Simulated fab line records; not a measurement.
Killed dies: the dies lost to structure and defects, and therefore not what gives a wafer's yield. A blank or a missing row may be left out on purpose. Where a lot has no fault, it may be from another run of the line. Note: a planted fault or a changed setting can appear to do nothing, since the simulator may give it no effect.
A lot that was struck, set against a sound lot + flow nand_harc + 13 out of 1302 route steps
Sound: these wafers, L562.3, L562.5, L562.6. Struck: wafer L566.3 (left out: L566.4, L566.5 of the same lot, which were not struck); the cause appears at the end.
Per side, at each step with rows, come the tool, then ch with its chambers, and then its first start. Under that, the readings that differ: sound wafers + struck wafers + difference of the means + sigmas: that difference in standard deviations of wafers without a fault.
alike: a reading whose means differ by less than 2 such deviations, as well as words and numbers matching on both sides. not compared: withheld readings; readings where some wafer has no value; bounds like >300 that might hide an equal value; numbers whose values overlap and for which the record gives no deviation.
A row with sigmas, a row that says differs or no value, or rows on one side alone: a step with any of these is where the two part. Non-overlapping numbers with no deviation appear without sigmas and do not part them. Lack of a reading on every wafer of one side parts them only where that side has two or more wafers.

first, 6 steps without rows for these wafers: NHARC_A_STAIRCASE_TRIM_222 (chemistry O2, time 211.2 s); NHARC_A_STAIRCASE_ETCH_223 (etches the open film in C4F8/O2, target depth 100 nm, time 40.5 s); NHARC_A_STAIRCASE_TRIM_224 (chemistry O2, time 211.2 s); NHARC_A_STAIRCASE_ETCH_225 (etches the open film in C4F8/O2, target depth 100 nm, time 40.5 s); NHARC_A_STAIRCASE_TRIM_226 (chemistry O2, time 211.2 s); NHARC_A_STAIRCASE_ETCH_227 (etches the open film in C4F8/O2, target depth 100 nm, time 40.5 s).
NHARC_A_STAIRCASE_TRIM_229: chemistry O2, time 211.2 s.
  sound on rie_diel-06 ch 0,2,3, day 17 00:05; struck on rie_diel-06 ch 0, day 18 12:00
  alike: drypump_motor_current_A, oes_product_au, rf_vpp_V, showerhead_plenum_p_Torr, throttle_valve_pct
  not compared: rf_hours_counter_h
NHARC_A_STAIRCASE_ETCH_230: etches the open film in C4F8/O2, target depth 100 nm, time 40.5 s.
  sound on rie_diel-06 ch 0,1,3; struck on rie_diel-06 ch 3
  alike: oes_product_au, rf_vpp_V
  not compared: rf_hours_counter_h
NHARC_A_STAIRCASE_TRIM_231: chemistry O2, time 211.2 s.
  sound on rie_diel-06 ch 0,1,2; struck on rie_diel-06 ch 1
| reading      | sound          | struck | difference | sigmas |
|--------------|----------------|--------|------------|--------|
| rf_vpp_V (V) | 58.0 59.7 57.2 | 56.3   | -2.0       | -2     |
  alike: drypump_motor_current_A, oes_product_au, showerhead_plenum_p_Torr, throttle_valve_pct
  not compared: rf_hours_counter_h
then, 1 step without rows for these wafers: NHARC_A_STAIRCASE_ETCH_232 (etches the open film in C4F8/O2, target depth 100 nm, time 40.5 s).
NHARC_A_STAIRCASE_TRIM_233: chemistry O2, time 211.2 s.
  sound on rie_diel-06 ch 0,3; struck on rie_diel-06 ch 2
| reading               | sound             | struck | difference | sigmas |
|-----------------------|-------------------|--------|------------|--------|
| oes_product_au (a.u.) | 1.023 1.020 1.022 | 0.988  | -0.034     | -2     |
  alike: drypump_motor_current_A, rf_vpp_V, showerhead_plenum_p_Torr, throttle_valve_pct
  not compared: rf_hours_counter_h
NHARC_A_STAIRCASE_ETCH_234: etches the open film in C4F8/O2, target depth 100 nm, time 40.5 s.
  sound on rie_diel-06 ch 2,3, day 17 00:41; struck on rie_diel-06 ch 3, day 18 12:38
| reading               | sound             | struck | difference | sigmas |
|-----------------------|-------------------|--------|------------|--------|
| oes_product_au (a.u.) | 0.955 0.945 0.962 | 0.804  | -0.150     | -9     |
  alike: rf_vpp_V
  not compared: rf_hours_counter_h
NHARC_A_STAIRCASE_TRIM_235: chemistry O2, time 211.2 s.
  sound on rie_diel-06 ch 0,2,3; struck on rie_diel-06 ch 0
| reading      | sound          | struck | difference | sigmas |
|--------------|----------------|--------|------------|--------|
| rf_vpp_V (V) | 57.5 58.6 57.8 | 60.0   | +2.0       | +2     |
  alike: drypump_motor_current_A, oes_product_au, showerhead_plenum_p_Torr, throttle_valve_pct
  not compared: rf_hours_counter_h

WHERE THEY PART
Earliest at NHARC_A_STAIRCASE_TRIM_231; latest, in this record, at NHARC_A_STAIRCASE_TRIM_235.

WHY: whatever the simulator had introduced
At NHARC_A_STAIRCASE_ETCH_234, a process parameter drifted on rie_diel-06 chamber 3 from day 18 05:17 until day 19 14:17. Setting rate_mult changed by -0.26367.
